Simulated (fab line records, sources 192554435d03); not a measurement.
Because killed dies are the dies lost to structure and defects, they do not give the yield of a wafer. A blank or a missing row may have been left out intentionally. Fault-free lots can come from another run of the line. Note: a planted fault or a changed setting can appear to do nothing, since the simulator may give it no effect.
fab line records / flow n5Finfet
[record] lots = 4 wafers = 12 lastDay = 15
route steps=1938 shown BEOL_M0@741 BEOL_M1@751 BEOL_M4@1111
lots that met no fault: from a run of the same line without faults
startH: hours from the record's first day to the start of the lot's first wafer shown / waitH: hours from the lot's prior step to this one / " as in the row above / L1.1+2: a single row standing in for several wafers / - no value present, or no start provided / * or withheld: withheld / < > ~ a bound
route shown NAME@n: NAME is a module with steps in the file, n the number in the route of the first one / usual: the fault-free wafers' mean and standard deviation / same: alike in all rows / chamber/n: place in a boat / sites: per-site readings / _std_site: how widely they spread, as a standard deviation / _edge_site: inner sites' mean taken away from outer sites' mean / radiusMm: for every site, how far away it sits from the centre of the wafer / mask NAME#n: copy n / behind: the last tool/chamber to shape the wafer / hold: why the lot went on hold/how many hours it stayed there/how the hold came to an end / device: the n, p or np transistor that did not switch / end of line: at the end of the route, the tests of the same wafers / for a step that has no rows: nothing shown but its recipe / killed: not the wafer's yield, but the dies lost to structure and defects at the first sort / map: a wafer's dies, marking killed ones x, the rest . and places with no die _
set.NAME: setting as actually run; set.NAME@STEP: the setting as run at that earlier step / model.NAME: the simulator's own value behind a step, which no gauge read
a table for each step, a row for each wafer; lots at some steps of the route
services: a tool's chamber out of use, with start hour (startH, from the record's first day; less than 0 if before it), hours out, and reason
[[steps]]
[step N5_BEOL_M0_ECD_118]
[recipe] material = Cu targetThkA = 3000
[step N5_BEOL_M0_ANNEAL_119]
[recipe] tempC = 225 timeS = 90 ambient = N2
[step N5_BEOL_M0_CMP_120]
[recipe] stopOn = SiOC tOverpolishS = 6.9 downForcePsi = 1 platenRpm = 50 clearingPlatenDownForcePsi = 1.5 clearingPlatenRpm = 50 postCmpClean = cuAlkaline clearingPlatenPadVelocityMS = 0.99484 padVelocityMS = 0.99484
[step N5_BEOL_M0_PRE_CLEAN_131]
[recipe] gas = NH3/H2 timeS = 15 tempC = * rfPowerW = 300
[step N5_BEOL_M0_CO_CAP_123]
[recipe] material = Co targetThkA = 20 tempC = 200 precursor = CCTBA/H2 pressureTorr = 30 timeS = 102.1
[step N5_BEOL_M0_PRE_CLEAN_124]
[recipe] gas = NH3 timeS = 15 tempC = withheld rfPowerW = 300
[step N5_BEOL_M0_DEP_125]
[recipe] material = SiCN targetThkA = 80 tempC = withheld precursor = 3MS/NH3 pressureTorr = 3 rfW = 202 timeS = 14
[step N5_BEOL_M1_ILD_DEP_00]
[recipe] material = SiOC targetThkA = 790 tempC = 350 precursor = DEMS/O2 pressureTorr = 5 rfW = 500 timeS = 15.3
[step N5_BEOL_M1_PECVD_72]
[recipe] material = SiO2 targetThkA = 160 tempC = 400 precursor = TEOS/O2 pressureTorr = 5.5 rfW = 450 teosFlowSccm = 53.8 gas = O2 flowSccm = 3000 timeS = 18
[usual] chamberPressureTorr = 5.501/0.012 heaterPowerW = 725/120 showerheadPlenumPTorr = 8.81/0.059 susceptorTempC = 400.02/0.22 throttleValvePct = 22.4/0.5
lot.wafer=L953.2 tool=pecvd-03 chamber=0 startH=210.86 waitH=0.0 chamberPressureTorr=5.493 heaterPowerW=638 showerheadPlenumPTorr=8.90 susceptorTempC=381.06 throttleValvePct=22.3 model.SiO2_of_BEOL_M1_PECVD_72.thkNm=18
lot.wafer=L953.5 tool=pecvd-03 chamber=0 startH=210.86 waitH=0.0 chamberPressureTorr=5.500 heaterPowerW=651 showerheadPlenumPTorr=8.93 susceptorTempC=381.14 throttleValvePct=23.1 model.SiO2_of_BEOL_M1_PECVD_72.thkNm=18.2
lot.wafer=L953.6 tool=pecvd-03 chamber=1 startH=210.86 waitH=0.0 chamberPressureTorr=5.512 heaterPowerW=759 showerheadPlenumPTorr=8.83 susceptorTempC=400.27 throttleValvePct=22.8 model.SiO2_of_BEOL_M1_PECVD_72.thkNm=15.8
lot.wafer=L954.2 tool=pecvd-03 chamber=1 startH=213.44 waitH=0.0 chamberPressureTorr=5.508 heaterPowerW=703 showerheadPlenumPTorr=8.82 susceptorTempC=400.23 throttleValvePct=22.7 model.SiO2_of_BEOL_M1_PECVD_72.thkNm=15.4
lot.wafer=L954.3 tool=pecvd-03 chamber=0 startH=213.44 waitH=0.0 chamberPressureTorr=5.506 heaterPowerW=654 showerheadPlenumPTorr=8.90 susceptorTempC=380.85 throttleValvePct=22.8 model.SiO2_of_BEOL_M1_PECVD_72.thkNm=18.4
lot.wafer=L954.6 tool=pecvd-03 chamber=0 startH=213.44 waitH=0.0 chamberPressureTorr=5.515 heaterPowerW=652 showerheadPlenumPTorr=8.91 susceptorTempC=381.29 throttleValvePct=22.6 model.SiO2_of_BEOL_M1_PECVD_72.thkNm=17.8
lot.wafer=L955.1 tool=pecvd-04 chamber=0 startH=215.93 waitH=0.0 chamberPressureTorr=5.501 heaterPowerW=668 showerheadPlenumPTorr=8.83 susceptorTempC=400.00 throttleValvePct=21.8 model.SiO2_of_BEOL_M1_PECVD_72.thkNm=16
lot.wafer=L955.2 tool=pecvd-04 chamber=1 startH=215.93 waitH=0.0 chamberPressureTorr=5.496 heaterPowerW=771 showerheadPlenumPTorr=8.80 susceptorTempC=399.71 throttleValvePct=22.3 model.SiO2_of_BEOL_M1_PECVD_72.thkNm=15.8
lot.wafer=L955.4 tool=pecvd-04 chamber=2 startH=215.93 waitH=0.0 chamberPressureTorr=5.490 heaterPowerW=639 showerheadPlenumPTorr=8.75 susceptorTempC=399.92 throttleValvePct=22.2 model.SiO2_of_BEOL_M1_PECVD_72.thkNm=16.2
lot.wafer=L957.1 tool=pecvd-04 chamber=0 startH=226.23 waitH=0.0 chamberPressureTorr=5.513 heaterPowerW=653 showerheadPlenumPTorr=8.84 susceptorTempC=400.06 throttleValvePct=21.8 model.SiO2_of_BEOL_M1_PECVD_72.thkNm=16
lot.wafer=L957.4 tool=pecvd-04 chamber=0 startH=226.23 waitH=0.0 chamberPressureTorr=5.521 heaterPowerW=648 showerheadPlenumPTorr=8.83 susceptorTempC=400.03 throttleValvePct=22.0 model.SiO2_of_BEOL_M1_PECVD_72.thkNm=16
lot.wafer=L957.5 tool=pecvd-04 chamber=1 startH=226.23 waitH=0.0 chamberPressureTorr=5.505 heaterPowerW=733 showerheadPlenumPTorr=8.81 susceptorTempC=399.96 throttleValvePct=22.2 model.SiO2_of_BEOL_M1_PECVD_72.thkNm=16
[step N5_BEOL_M1_HM_DEP_02]
[recipe] material = TiN targetThkA = 200 tempC = 25 chamberPressurePa = 0.49996
[step N5_BEOL_M1_COAT_61]
[recipe] resist = SOC tempC = 250 timeS = 60 spinRpm = 1500 resistThkNm = 60
[step N5_BEOL_M1_COAT_62]
[recipe] resist = SiARC tempC = 220 timeS = 60 spinRpm = 1500 resistThkNm = 12
[step N5_BEOL_M1_COAT_73]
[recipe] resist = underlayer tempC = 205 timeS = 60 spinRpm = 1500 resistThkNm = 5
[step N5_BEOL_M1_COAT_05]
[recipe] resist = CAR-EUV spinRpm = 1500 resistThkNm = 30
[step N5_BEOL_M1_EBR_07]
[recipe] solvent = PGMEA ebrWidthMm = 1.5
[step N5_BEOL_M1_SOFTBAKE_06]
[recipe] tempC = 110 timeS = 60 resist = CAR-EUV
[step N5_BEOL_M1_EXPOSE_08]
[recipe] maskId = M1 na = 0.33 sourceShape = dipole sigmaInner = 0.369 sigmaOuter = 0.767 polarization = unpolarized doseMj = 33
[step N5_BEOL_M1_PEB_09]
[recipe] pebTempC = 100 pebTimeS = 60 resist = CAR-EUV
[step N5_BEOL_M1_DEVELOP_10]
[recipe] developTimeS = 30 developer = TMAH resist = CAR-EUV rinseLiquid = surfactantRinse dry = airSpin devTempC = 23
[step N5_BEOL_M1_DESCUM_16]
[recipe] chemistry = O2 timeS = 7 sourcePowerW = 50 biasPowerW = 20 pressureMtorr = 20 rfFrequencyHz = 2.712e+07 tempC = 40 resist = CAR-EUV o2FlowSccm = 225
[step N5_BEOL_M1_ETCH_74]
[recipe] chemistry = N2/H2 target = underlayer targetDepthA = 65 maskMaterial = CAR-EUV timeS = 5.2 ionEnergyEv = 200 pressureMtorr = 30 sourceW = 840 biasW = 150 n2FlowSccm = 200 h2FlowSccm = 200 ends = cleared
[step N5_BEOL_M1_ETCH_63]
[recipe] chemistry = CF4 target = SiARC targetDepthA = 156 maskMaterial = CAR-EUV timeS = 26 ionEnergyEv = 80 pressureMtorr = 40 sourceW = 545 biasW = 36 Ar_flow_sccm = 100 cf4FlowSccm = 100 ends = cleared
[step N5_BEOL_M1_ETCH_64]
[recipe] chemistry = N2/H2 target = SOC targetDepthA = 750 overetchA = 150 maskMaterial = SiARC tempC = 40 timeS = 112.5 ionEnergyEv = 200 pressureMtorr = 30 sourceW = 840 biasW = 150 n2FlowSccm = 200 h2FlowSccm = 200
[step N5_BEOL_M1_STRIP_65]
[recipe] chemistry = N2/H2 tempC = 40 n2FlowSccm = 200 h2FlowSccm = 200 rfFrequencyHz = 6e+07
[step N5_BEOL_M1_STRIP_75]
[recipe] chemistry = N2/H2 tempC = 40 n2FlowSccm = 200 h2FlowSccm = 200 rfFrequencyHz = 6e+07
[step N5_BEOL_M1_STRIP_66]
[recipe] chemistry = CF4 resist = SiARC powerW = 300 biasPowerW = 75 pressureMtorr = 50 cf4FlowSccm = 150 rfFrequencyHz = 6e+07
[step N5_BEOL_M1_HM_OPEN_17]
[recipe] chemistry = Cl2/BCl3 targetDepthA = 200 overetchA = 60 target = TiN maskMaterial = SOC ionEnergyEv = 150 pressureMtorr = 10 icpW = 1000 biasW = 126 Cl2_flow_sccm = 53.25 bcl3FlowSccm = 21.75 Ar_flow_sccm = 25
[step N5_BEOL_M1_STRIP_19]
[recipe] chemistry = O2 powerW = 400 tempC = 40 pressureMtorr = 30 rfFrequencyHz = 6e+07 biasPowerW = 0 overashFraction = 0.2 o2FlowSccm = 225
[step N5_BEOL_M1_COAT_67]
[recipe] resist = SOC tempC = 250 timeS = 60 spinRpm = 1500 resistThkNm = 60
[step N5_BEOL_M1_COAT_68]
[recipe] resist = SiARC tempC = 220 timeS = 60 spinRpm = 1500 resistThkNm = 12
[step N5_BEOL_M1_COAT_76]
[recipe] resist = underlayer tempC = 205 timeS = 60 spinRpm = 1500 resistThkNm = 5
[step N5_BEOL_M1_COAT_22]
[recipe] resist = CAR-EUV spinRpm = 1500 resistThkNm = 30
[step N5_BEOL_M1_EBR_24]
[recipe] solvent = PGMEA ebrWidthMm = 1.5
[step N5_BEOL_M1_SOFTBAKE_23]
[recipe] tempC = 110 timeS = 60 resist = CAR-EUV
[step N5_BEOL_M1_HM_STRIP_39]
[recipe] chemistry = peroxideTinStrip material = TiN targetDepthA = 250 tempC = 50 timeS = 158
lot.wafer=L953.2 tool=wetBench-01 chamber=6 startH=213.89 waitH=0.0 model.SiO2_of_BEOL_M1_PECVD_72.thkNm=17.8
lot.wafer=L953.5 tool=wetBench-01 chamber=0 startH=213.89 waitH=0.0 model.SiO2_of_BEOL_M1_PECVD_72.thkNm=18
lot.wafer=L953.6 tool=wetBench-01 chamber=7 startH=213.89 waitH=0.0 model.SiO2_of_BEOL_M1_PECVD_72.thkNm=15.6
lot.wafer=L954.2 tool=wetBench-06 chamber=7 startH=216.79 waitH=0.0 model.SiO2_of_BEOL_M1_PECVD_72.thkNm=15.2
lot.wafer=L954.3 tool=wetBench-06 chamber=0 startH=216.79 waitH=0.0 model.SiO2_of_BEOL_M1_PECVD_72.thkNm=18.2
lot.wafer=L954.6 tool=wetBench-06 chamber=1 startH=216.79 waitH=0.0 model.SiO2_of_BEOL_M1_PECVD_72.thkNm=17.8
lot.wafer=L955.1+4 tool=wetBench-05 chamber=4,2 startH=219.85 waitH=0.0 model.SiO2_of_BEOL_M1_PECVD_72.thkNm=16
lot.wafer=L955.2 tool=wetBench-05 chamber=0 startH=219.85 waitH=0.0 model.SiO2_of_BEOL_M1_PECVD_72.thkNm=15.8
lot.wafer=L957.1+4+5 tool=wetBench-01 chamber=7,0,4 startH=236.52 waitH=0.0 model.SiO2_of_BEOL_M1_PECVD_72.thkNm=15.8
[step N5_BEOL_M1_CMP_52]
[recipe] stopOn = SiOC tOverpolishS = 6.8 downForcePsi = 1 platenRpm = 50 clearingPlatenDownForcePsi = 1.5 clearingPlatenRpm = 50 postCmpClean = cuAlkaline targetThkNm = 40 clearingPlatenPadVelocityMS = 0.99484 padVelocityMS = 0.99484
[usual] barrierFieldEndpointS = 24.4/0.57 edgeZonePressureFrac = 1.001/0.0049 headPressurePsi = 1.0000/0.0023 motorCurrentA = 6.0/0.66
lot.wafer=L953.2 tool=cmp-01 chamber=0 startH=219.87 waitH=0.3 barrierFieldEndpointS=26.6 edgeZonePressureFrac=0.992 headPressurePsi=0.9972 motorCurrentA=5.2
lot.wafer=L953.5 tool=cmp-01 chamber=2 startH=219.87 waitH=0.3 barrierFieldEndpointS=27.2 edgeZonePressureFrac=1.010 headPressurePsi=0.9930 motorCurrentA=6.6
lot.wafer=L953.6 tool=cmp-01 chamber=3 startH=219.87 waitH=0.3 barrierFieldEndpointS=25.0 edgeZonePressureFrac=0.996 headPressurePsi=1.0035 motorCurrentA=6.2
lot.wafer=L954.3 tool=cmp-04 chamber=3 startH=221.09 waitH=0.2 barrierFieldEndpointS=27.4 edgeZonePressureFrac=0.999 headPressurePsi=1.0009 motorCurrentA=5.9
lot.wafer=L954.2 tool=cmp-04 chamber=0 startH=221.09 waitH=0.2 barrierFieldEndpointS=24.4 edgeZonePressureFrac=0.991 headPressurePsi=1.0041 motorCurrentA=6.3
lot.wafer=L954.6 tool=cmp-04 chamber=3 startH=221.09 waitH=0.2 barrierFieldEndpointS=27.4 edgeZonePressureFrac=1.002 headPressurePsi=0.9996 motorCurrentA=6.0
lot.wafer=L955.2 tool=cmp-04 chamber=1 startH=228.65 waitH=0.2 barrierFieldEndpointS=24.7 edgeZonePressureFrac=1.005 headPressurePsi=0.9965 motorCurrentA=5.9
lot.wafer=L955.1 tool=cmp-04 chamber=2 startH=228.65 waitH=0.2 barrierFieldEndpointS=25.0 edgeZonePressureFrac=0.998 headPressurePsi=0.9987 motorCurrentA=6.1
lot.wafer=L955.4 tool=cmp-04 chamber=0 startH=228.65 waitH=0.2 barrierFieldEndpointS=24.7 edgeZonePressureFrac=1.001 headPressurePsi=0.9982 motorCurrentA=6.9
lot.wafer=L957.4 tool=cmp-04 chamber=3 startH=239.75 waitH=0.2 barrierFieldEndpointS=23.9 edgeZonePressureFrac=1.004 headPressurePsi=0.9993 motorCurrentA=6.2
lot.wafer=L957.1 tool=cmp-04 chamber=1 startH=239.75 waitH=0.2 barrierFieldEndpointS=24.7 edgeZonePressureFrac=1.002 headPressurePsi=1.0008 motorCurrentA=5.6
lot.wafer=L957.5 tool=cmp-04 chamber=3 startH=239.75 waitH=0.2 barrierFieldEndpointS=23.8 edgeZonePressureFrac=1.008 headPressurePsi=0.9997 motorCurrentA=6.0
[step N5_BEOL_M4_RC_MEAS_101]
[usual] DIBL_N = 35.8/1.8 DIBL_P = 35.9/2.2 IOFF_N = 0.16/0.035 IOFF_P = 0.21/0.04 ION_N = 672/11 ION_P = 461/7.4 SS_N = 71.4/0.64 SS_P = 73.2/0.67 VT_N = 250/3.5 VT_P = -251/3.4
lot.wafer=L953.2 tool=prober-02 chamber=0 startH=256.55 waitH=0.2 DIBL_N[mV/V]=37.4 DIBL_P[mV/V]=38.2 IOFF_N[nA/um]=0.18 IOFF_P[nA/um]=0.24 ION_N[uA/um]=683 ION_P[uA/um]=465 SS_N[mV/dec]=71.2 SS_P[mV/dec]=73.5 VT_N[mV]=249 VT_P[mV]=-246
lot.wafer=L953.5 tool=prober-02 chamber=0 startH=256.55 waitH=0.2 DIBL_N[mV/V]=37.3 DIBL_P[mV/V]=36.5 IOFF_N[nA/um]=0.17 IOFF_P[nA/um]=0.21 ION_N[uA/um]=670 ION_P[uA/um]=459 SS_N[mV/dec]=71.1 SS_P[mV/dec]=73.5 VT_N[mV]=251 VT_P[mV]=-250
lot.wafer=L953.6 tool=prober-02 chamber=0 startH=256.55 waitH=0.2 DIBL_N[mV/V]=35.1 DIBL_P[mV/V]=35.0 IOFF_N[nA/um]=0.13 IOFF_P[nA/um]=0.19 ION_N[uA/um]=676 ION_P[uA/um]=464 SS_N[mV/dec]=71.3 SS_P[mV/dec]=72.9 VT_N[mV]=254 VT_P[mV]=-250
lot.wafer=L954.2 tool=prober-02 chamber=0 startH=260.01 waitH=0.2 DIBL_N[mV/V]=34.5 DIBL_P[mV/V]=34.3 IOFF_N[nA/um]=0.14 IOFF_P[nA/um]=0.20 ION_N[uA/um]=666 ION_P[uA/um]=460 SS_N[mV/dec]=70.9 SS_P[mV/dec]=72.6 VT_N[mV]=252 VT_P[mV]=-248
lot.wafer=L954.3 tool=prober-02 chamber=0 startH=260.01 waitH=0.2 DIBL_N[mV/V]=33.4 DIBL_P[mV/V]=34.4 IOFF_N[nA/um]=0.13 IOFF_P[nA/um]=0.21 ION_N[uA/um]=663 ION_P[uA/um]=464 SS_N[mV/dec]=70.4 SS_P[mV/dec]=72.6 VT_N[mV]=251 VT_P[mV]=-246
lot.wafer=L954.6 tool=prober-02 chamber=0 startH=260.01 waitH=0.2 DIBL_N[mV/V]=37.3 DIBL_P[mV/V]=38.4 IOFF_N[nA/um]=0.19 IOFF_P[nA/um]=0.28 ION_N[uA/um]=659 ION_P[uA/um]=463 SS_N[mV/dec]=71.3 SS_P[mV/dec]=74.3 VT_N[mV]=246 VT_P[mV]=-245
lot.wafer=L957.1 tool=prober-01 chamber=0 startH=273.36 waitH=0.0 DIBL_N[mV/V]=35.3 DIBL_P[mV/V]=34.5 IOFF_N[nA/um]=0.14 IOFF_P[nA/um]=0.15 ION_N[uA/um]=674 ION_P[uA/um]=447 SS_N[mV/dec]=70.9 SS_P[mV/dec]=72.8 VT_N[mV]=252 VT_P[mV]=-259
lot.wafer=L957.4 tool=prober-01 chamber=0 startH=273.36 waitH=0.0 DIBL_N[mV/V]=35.0 DIBL_P[mV/V]=34.2 IOFF_N[nA/um]=0.13 IOFF_P[nA/um]=0.15 ION_N[uA/um]=663 ION_P[uA/um]=447 SS_N[mV/dec]=70.7 SS_P[mV/dec]=72.6 VT_N[mV]=256 VT_P[mV]=-260
lot.wafer=L957.5 tool=prober-01 chamber=0 startH=273.36 waitH=0.0 DIBL_N[mV/V]=33.5 DIBL_P[mV/V]=32.8 IOFF_N[nA/um]=0.11 IOFF_P[nA/um]=0.13 ION_N[uA/um]=656 ION_P[uA/um]=444 SS_N[mV/dec]=70.4 SS_P[mV/dec]=73.1 VT_N[mV]=256 VT_P[mV]=-258
lot.wafer=L955.1 tool=prober-02 chamber=0 startH=277.06 waitH=0.0 DIBL_N[mV/V]=36.2 DIBL_P[mV/V]=35.9 IOFF_N[nA/um]=0.17 IOFF_P[nA/um]=0.25 ION_N[uA/um]=686 ION_P[uA/um]=473 SS_N[mV/dec]=71.5 SS_P[mV/dec]=72.7 VT_N[mV]=247 VT_P[mV]=-246
lot.wafer=L955.2 tool=prober-02 chamber=0 startH=277.06 waitH=0.0 DIBL_N[mV/V]=38.5 DIBL_P[mV/V]=39.0 IOFF_N[nA/um]=0.22 IOFF_P[nA/um]=0.31 ION_N[uA/um]=691 ION_P[uA/um]=479 SS_N[mV/dec]=71.3 SS_P[mV/dec]=74.1 VT_N[mV]=244 VT_P[mV]=-243
lot.wafer=L955.4 tool=prober-02 chamber=0 startH=277.06 waitH=0.0 DIBL_N[mV/V]=36.6 DIBL_P[mV/V]=37.0 IOFF_N[nA/um]=0.18 IOFF_P[nA/um]=0.28 ION_N[uA/um]=687 ION_P[uA/um]=475 SS_N[mV/dec]=71.2 SS_P[mV/dec]=73.1 VT_N[mV]=246 VT_P[mV]=-245
[[services]]
tool=cmp-01 chamber=- startH=190.44 hours=1.3 kind=repair
tool=cmp-04 chamber=- startH=197.17 hours=5.3 kind=pm
tool=pecvd-03 chamber=2 startH=207.63 hours=5.5 kind=scheduledDown
tool=cmp-04 chamber=- startH=219.11 hours=0.3 kind=repair
tool=pecvd-04 chamber=1 startH=220.31 hours=5.5 kind=scheduledDown
[[key]]
[firstSign] step = N5_BEOL_M1_PECVD_72 reading = susceptorTempC direction = down sigmas = 87 usual = * struck = *
[effect] step = N5_BEOL_M1_CMP_52 reading = barrierFieldEndpointS direction = up sigmas = 4.8 usual = 24.4 struck = 27.1
[modelEffect] step = N5_BEOL_M1_PECVD_72 value = SiO2_of_BEOL_M1_PECVD_72.thkNm without = 16.15 struck = 18.1
[modelEffect] step = N5_BEOL_M1_HM_STRIP_39 value = SiO2_of_BEOL_M1_PECVD_72.thkNm without = 15.95 struck = 17.95
metAt N5_BEOL_M1_PECVD_72
struckWafers L953.2,L953.5,L954.3,L954.6
[fault] kind = processParameterDrift tool = pecvd-03 chamber = 0 onsetH = 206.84 steps = N5_BEOL_M1_PECVD_72 channel = tempC offset = * shape = step endH = 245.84 actsIn = * stated = *
